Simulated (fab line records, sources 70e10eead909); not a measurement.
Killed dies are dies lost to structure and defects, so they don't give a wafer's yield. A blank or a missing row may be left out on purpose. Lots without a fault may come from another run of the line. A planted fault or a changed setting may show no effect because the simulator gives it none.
A struck lot beside a sound one | flow nand_harc | 13 steps out of a route of 1159
Sound: wafers L521.2, L521.3, L521.6. Struck: wafers L534.1, L534.2, L534.4. The cause comes at the end.
At each step with rows: each side's tool, then ch and its chambers, then its first start. Under that, the readings that differ: sound wafers | struck wafers | difference of the means | sigmas: that difference in standard deviations of wafers without a fault.
alike: readings whose means differ by less than 2 such deviations, and words and numbers that are the same on both sides. not compared: withheld readings, readings that some wafer has no value for, bounds like >300 that may hide the same value, and numbers for which the record gives no deviation and whose values overlap.
The two part at a step that has a row with sigmas, a row that says differs or no value, or rows on one side only. Numbers that don't overlap but have no deviation are shown without sigmas and don't part them. A reading that every wafer of one side lacks parts them only if that side has two wafers or more.

NHARC_A_SLIT_CD_MEAS_21:
  sound on cd_sem-01, day 17 05:05; struck on cd_sem-01, day 20 05:11
  alike: cd_nm
then, 3 steps without rows for these wafers: NHARC_A_SIN_REMOVE_WET_00 (chemistry H3PO4, time 15300 s); NHARC_A_SIN_REMOVE_PRECLEAN_01 (cleans in SC1); NHARC_A_SIN_REMOVE_SRD_02.
NHARC_A_SIN_REMOVE_INSPECT_04:
  sound on defect_inspect-02, day 17 11:10; struck on defect_inspect-01, day 20 12:56
  alike: raw_defect_count
NHARC_A_WL_FILL_ALD_00: deposits Al2O3, target thk 3 nm, pulse time 3 s, ald cycles 30.
  sound on ald_hk-02 ch 2,3, day 17 11:13; struck on ald_hk-01 ch 0,1,3, day 20 13:00
  alike: heater_power_w, precursor_pulse_height_rel
NHARC_A_WL_FILL_RTA_01: time 5 s.
  sound on rtp_anneal-01 ch 0, day 17 11:31; struck on rtp_anneal-02 ch 0, day 20 13:16
  reading             | sound                | struck               | difference | sigmas
  lamp_power_pct (%)  | 33.4 33.3 33.3       | 35.8 35.8 35.9       | +2.5       | +2
  lamp_zone_2_pct (%) | 33.3 33.4 33.3       | 35.8 35.8 35.8       | +2.5       | +2
  lamp_zone_6_pct (%) | 33.3 33.3 33.3       | 35.8 35.7 35.7       | +2.4       | +2
  wafer_temp_C_max    | 1004.6 1003.5 1004.0 | 1010.0 1007.8 1007.0 | +4.2       | +2
NHARC_A_WL_FILL_ALD_02: deposits TiN, target thk 2 nm, pulse time 3 s, ald cycles 100.
  sound on ald_metal-01 ch 0,2, day 17 11:43; struck on ald_metal-01 ch 0,1,3, day 20 13:29
  reading                    | sound             | struck            | difference | sigmas
  precursor_pulse_height_rel | 1.023 1.030 0.989 | 0.985 0.939 0.975 | -0.048     | -3
  alike: heater_power_w
then, 1 step without rows for these wafers: NHARC_A_WL_FILL_CVD_03 (deposits W, target thk 40 nm, time 3302 s).
NHARC_A_WL_FILL_ETCHBACK_04: etches the open film in NF3, target depth 60 nm, time 120 s.
  sound on rie_metal-03 ch 1, day 17 15:37; struck on rie_metal-03 ch 0,1, day 20 18:20
  alike: drypump_motor_current_A, oes_product_au
  not compared: rf_hours_counter_h
NHARC_A_WL_FILL_ETCHBACK_05: etches the open film in Cl2/BCl3, target depth 22 nm, time 60 s.
  sound on rie_metal-03 ch 0,1, day 17 15:50; struck on rie_metal-03 ch 0,1, day 20 18:35
  reading               | sound             | struck            | difference | sigmas
  oes_product_au (a.u.) | 0.987 1.006 0.990 | 0.760 0.752 0.749 | -0.241     | -29
  alike: drypump_motor_current_A, temp_c
  not compared: rf_hours_counter_h
NHARC_A_WL_FILL_STRIP_27: strips in N2/H2, time 20 s.
  sound on plasma_asher-01 ch 0,1, day 17 15:59; struck on plasma_asher-01 ch 0,1, day 20 18:43
  alike: drypump_motor_current_A, heater_power_w, temp_c
  not compared: rf_hours_counter_h
-- the record jumps here: 4 days lie between the struck wafers' starts before and after (it left off in module A_WL_FILL and takes up again in module END, whose first step shown is number 1159 of the route) --
NHARC_END_SORT_01:
  the record has rows for the struck wafers here (prober-02 ch 0, day 24 17:39) and none for the sound ones

WHERE THEY PART
First at NHARC_A_WL_FILL_RTA_01; last, within this record, at NHARC_END_SORT_01.

WHY: what the simulator had put in
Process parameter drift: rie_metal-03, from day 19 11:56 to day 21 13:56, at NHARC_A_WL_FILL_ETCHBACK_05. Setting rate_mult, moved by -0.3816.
